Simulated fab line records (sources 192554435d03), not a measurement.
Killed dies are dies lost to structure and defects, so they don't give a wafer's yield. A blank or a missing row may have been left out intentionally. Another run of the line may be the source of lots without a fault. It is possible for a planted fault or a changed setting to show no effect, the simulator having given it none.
A struck lot beside a sound one | flow n5 finfet | 38 steps out of a route of 1938
Sound: these wafers, L647.2, L647.3, L647.5. Struck: wafers L662.1, L662.6. (L662.3 of the same lot was not struck and is left out.) The cause comes at the end.
Each step with rows lists, per side, the tool, then ch with its chambers, then its first start. Under that, the readings that differ: sound wafers | struck wafers | difference of the means | sigmas: that difference in standard deviations of wafers without a fault.
alike: readings with means less than 2 such deviations apart, plus words and numbers identical on both sides. not compared: withheld readings, readings lacking a value on some wafer, bounds such as >300 that could conceal the same value, and numbers that have no deviation in the record and whose values overlap.
A row with sigmas, a row that says differs or no value, or rows on one side alone: a step with any of these is where the two part. Numbers that have no deviation but don't overlap get no sigmas and don't part them. A reading missing from all wafers of one side parts the sides only when that side holds two or more wafers.

first, 12 steps without rows for these wafers: N5_SD_EPI_P_STRIP_38 (strips in N2/H2); N5_SD_EPI_P_ETCHBACK_46 (etches SiNx in CH3F/O2, stops on SiO2, target depth 17.5 nm); N5_SD_EPI_P_ETCH_47 (etches SiOCN in CH3F/O2, target depth 25 nm); N5_SD_EPI_P_ETCH_16 (etches SiO2 in CHF3/O2, target depth 5 nm); N5_SD_EPI_P_STRIP_50 (strips in CHF3/O2); N5_SD_EPI_P_SD_RECESS_17 (chemistry HBr/Cl2/O2, target depth 39.1 nm, bt time 3 s); N5_SD_EPI_P_WET_ETCH_45 (etches SiO2 in dHF, time 10.7 s, target depth 2 nm, rinse time 30 s); N5_SD_EPI_P_STRIP_40 (strips in N2/H2); N5_SD_EPI_P_PRECLEAN_52 (cleans in O3/DIW, time 60 s); N5_SD_EPI_P_SRD_20 (time 30 s); N5_SD_EPI_P_PRECLEAN_51 (cleans in NF3:NH3, afs cycles 1, time 20 s, sublimation time 60 s); N5_SD_EPI_P_VAPOR_ETCH_44 (etches SiGe30 in NF3/Ar, time 3.3 s).
N5_SD_EPI_P_EPI_21: deposits SiGe:B, time 355 s.
  sound on epi rpcvd-01 ch 0, day 4 02:04; struck on epi rpcvd-01 ch 0, day 7 21:16
  reading                                     | sound        | struck        | difference | sigmas
  epi growth time s (s)                       | 355 355 355  | 259.55 259.55 | -95.45     |
  model.SiGe-B_of_SD_EPI_P_EPI_21.thk nm (nm) | 62 61.2 61.6 | 48.2 48.4     | -13.3      |
N5_SD_EPI_P_EPI_MEAS_23:
  sound on film metro-02, day 4 03:55; struck on film metro-01, day 8 00:13
  reading     | sound          | struck    | difference | sigmas
  thk nm (nm) | 62.1 61.3 62.4 | 47.1 48.8 | -14.0      | -12
then, 8 steps without rows for these wafers: N5_SD_EPI_P_HM_STRIP_48 (strips SiNx in H3PO4, material SiNx, target depth 3 nm); N5_SD_EPI_P_SRD_49 (time 30 s); N5_SD_EPI_P_PRECLEAN_24 (cleans in O3/DIW, time 45 s); N5_SD_EPI_P_PRECLEAN_32 (cleans in dHF, time 10 s); N5_SD_EPI_P_PRECLEAN_33 (cleans in SC2, time 45 s); N5_SD_EPI_P_SRD_25 (time 30 s); N5_SD_ACTIVATION_RTA_00 (time 0 s); N5_SD_ACTIVATION_LSA_01 (time 0.0008 s).
N5_SD_ACTIVATION_RS_MEAS_03: the measuring method here is four-point-probe.
  sound on film metro-02, day 4 04:37; struck on film metro-01, day 8 00:55
  reading          | sound          | struck    | difference | sigmas
  RS_SD_P (ohm/sq) | 55.3 55.6 55.6 | 70.9 71.0 | +15.5      | +18
  alike: RS_SD_N
then, 12 steps without rows for these wafers: N5_ILD0_LINER_00 (material SiNx, target thk 4 nm, pulse time 1 s, purge time 2 s); N5_ILD0_FCVD_FILL_01 (material SiO2 flowable, target thk 200 nm, time 328.3 s); N5_ILD0_CURE_02 (time 1800 s); N5_ILD0_CMP_03 (polishes, stops on SiNx, t overpolish 1.9 s, target thk 197.38 nm); N5_ILD0_CMP_07 (polishes SiO2 flowable, stops on poly-Si, t overpolish 1.18 s, target thk 138.88 nm); N5_ILD0_PRECLEAN_10 (cleans in NF3:NH3, afs cycles 5, time 20 s, sublimation time 60 s); N5_ILD0_ALD_15 (deposits SiNx, target thk 24 nm, pulse time 1 s, ald cycles 480); N5_ILD0_CMP_12 (polishes SiNx, stops on poly-Si, t overpolish 6 s, target thk 17.67 nm); N5_SDB_HM_DEP_00 (deposits SiNx from SiH4/NH3/N2, target thk 40 nm, time 35.3 s); N5_SDB_COAT_03 (time 60 s, resist thk 100 nm); N5_SDB_COAT_04 (time 60 s, resist thk 18 nm); N5_SDB_COAT_05 (resist thk 90 nm).
N5_MOL_CONTACT_COAG_ETCH_110: etches Si in CF4/O2, target depth 2.5 nm, time 8 s.
  sound on rie diel-02 ch 1,2,3, day 5 09:49; struck on rie diel-03 ch 1, day 9 07:17
  reading                                     | sound             | struck      | difference | sigmas
  throttle valve pct (%)                      | 10.74 10.51 10.50 | 11.34 11.35 | +0.76      | +3
  model.SiGe-B_of_SD_EPI_P_EPI_21.thk nm (nm) | 59 58.2 58.6      | 45.8 46     | -12.7      |
  alike: drypump motor current A, oes product au, rf vpp V, showerhead plenum p Torr
  not compared: rf hours counter h
-- a jump in the record: the struck wafers' starts before and after are 3 days apart (it breaks off in module MOL_CONTACT_COAG and resumes in module BEOL_M4, where the first step shown is number 1111 of the route) --
N5_BEOL_M4_RC_MEAS_101:
  sound on prober-02 ch 0, day 8 14:30; struck on prober-02 ch 0, day 12 08:34
  reading          | sound             | struck      | difference | sigmas
  REXT_P (ohm.um)  | 101.3 101.6 101.1 | 114.2 113.2 | +12.4      | +5
  RS_SD_P (ohm/sq) | 64.6 65.7 65.6    | 84.2 84.1   | +18.9      | +19
  VT_P (mV)        | -250 -247 -253    | -259 -258   | -8         | -2
  alike: DIBL_N, DIBL_P, IOFF_N, IOFF_P, ION_N, ION_P, SS_N, SS_P, VT_N, VT_P_LVT
-- the record jumps here: 4 days lie between the struck wafers' starts before and after (it left off in module BEOL_M4 and takes up again in module PASSIVATION, whose first step shown is number 1936 of the route) --
N5_PASSIVATION_PROBE_49:
  sound on prober-01, day 12 19:17; struck on prober-02, day 16 18:55
  reading              | sound | struck | difference | sigmas
  sort_bin_8_speed (%) | 0 0 0 | 0.93 0 | +0.47      | +13
  alike: defect limited yield, killed_at_M0_to_M3, killed_at_M4_up, killed at contacts, killed at front end, killed at other, killed dies, killed open, killed short, sort_bin_5_function, sort_bin_6_memory, sort n pass, sort yield pct

## WHERE THEY PART
First at N5_SD_EPI_P_EPI_MEAS_23; last, within this record, at N5_PASSIVATION_PROBE_49.

WHY: whatever the simulator had introduced
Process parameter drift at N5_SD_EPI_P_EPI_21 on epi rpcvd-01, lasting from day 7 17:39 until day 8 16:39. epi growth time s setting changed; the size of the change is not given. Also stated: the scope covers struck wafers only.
